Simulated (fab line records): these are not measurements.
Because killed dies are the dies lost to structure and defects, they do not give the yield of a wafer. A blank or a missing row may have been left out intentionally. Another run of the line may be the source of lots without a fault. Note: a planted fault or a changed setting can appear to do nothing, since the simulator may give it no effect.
Problem report, 8D (eight disciplines) form, completed by code | flow nandHarc | the parts of the form that need people (team, actions taken, sign-off) are left out

## 1. THE ISSUE
At NHARC_A_ONON_D2_THK_MEAS_08, thkNm averages 1516 nm over 6 wafers from 2 lots, while fault-free wafers read 1001 nm, standard deviation 8.1. Measured from the usual mean, that is +64 standard deviations.
The step: measures by ellipsometry.
First observed at day 17 11:40: wafer L886.3, on filmMetro-02. The record holds 39 wafers of 13 lots with a number at this step. Rule for "out" (also "out of limits"): further than 4 standard deviations from the usual mean. All remaining wafers that have a number are taken as sound.

## 2. WHAT IT IS; WHAT IT IS NOT
question                    | is                     | is not
which readings at this step | thkNm                  | -
which lots                  | L886, L887             | L874, L876, L877, L878, L879, L881, L884, L891, L894, L895, L896
which wafers of those lots  | all that have a number | -
read on which gauges        | filmMetro-02           | filmMetro-01
when                        | from day 17 11:40      | up to then (21 sound wafers); but 12 sound wafers of L891, L894, L895, L896 came after

## 3. WHAT RULES OUT EACH SUSPECT
Counting: a tool at any process step up to the reading remains a suspect when it ran all the lots that are out and ran no sound lot after the first of those.
- the gauge at NHARC_A_ONON_D2_THK_MEAS_08: ruled out. All the wafers that are out were read on filmMetro-02, but those of them that NHARC_END_SORT_01 has rows for are out there too, on other tools.
- pecvdOnon-01 at NHARC_A_ONON_D2_DEP_06 (target thk 1000 nm): ruled out as a lasting fault. The sound lots L894, L895, L896 went through it after L886, its earliest lot that is out (day 17 11:16).
Left after counting: nothing in the record.

## 4. THE CAUSE (what the simulator had put in)
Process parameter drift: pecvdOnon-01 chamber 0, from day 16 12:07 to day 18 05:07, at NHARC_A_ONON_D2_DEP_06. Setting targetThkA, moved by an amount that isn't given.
The count ruled it out by mistake, since the rule takes a fault to strike every lot its tool runs from the start of the fault on, and this one did not do so.

## 5. THE CHAIN OF EFFECTS, in route order
Each row: a reading whose mean over the struck wafers that have a number lies more than 3 standard deviations from the usual. Scope: only readings with a usual standard deviation given in the record; hours: median across lots of the time from each lot's start at the first step in this table that gives one to its start at this step; sigmas: change in usual standard deviations.
hours | step                        | reading       | usual   | on struck wafers | change | sigmas
0     | NHARC_A_ONON_D2_THK_MEAS_08 | thkNm         | 1001 nm | 1516             | +515   | +64
307   | NHARC_END_SORT_01           | killedAtArray | 58      | 672              | +614   | +31
307   | NHARC_END_SORT_01           | killedDies    | 63      | 677              | +614   | +31

## 6. HOW IT WOULD HAVE BEEN CAUGHT EARLIER
In this record the first reading out of limits at a measuring or inspecting step was taken at day 17 11:40, 24 hours after the fault began at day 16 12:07.
An alarm limit of 4 standard deviations would not have fired on the tool readings at NHARC_A_ONON_D2_DEP_06 for which the record gives a usual standard deviation, since none of them was out on any struck wafer.
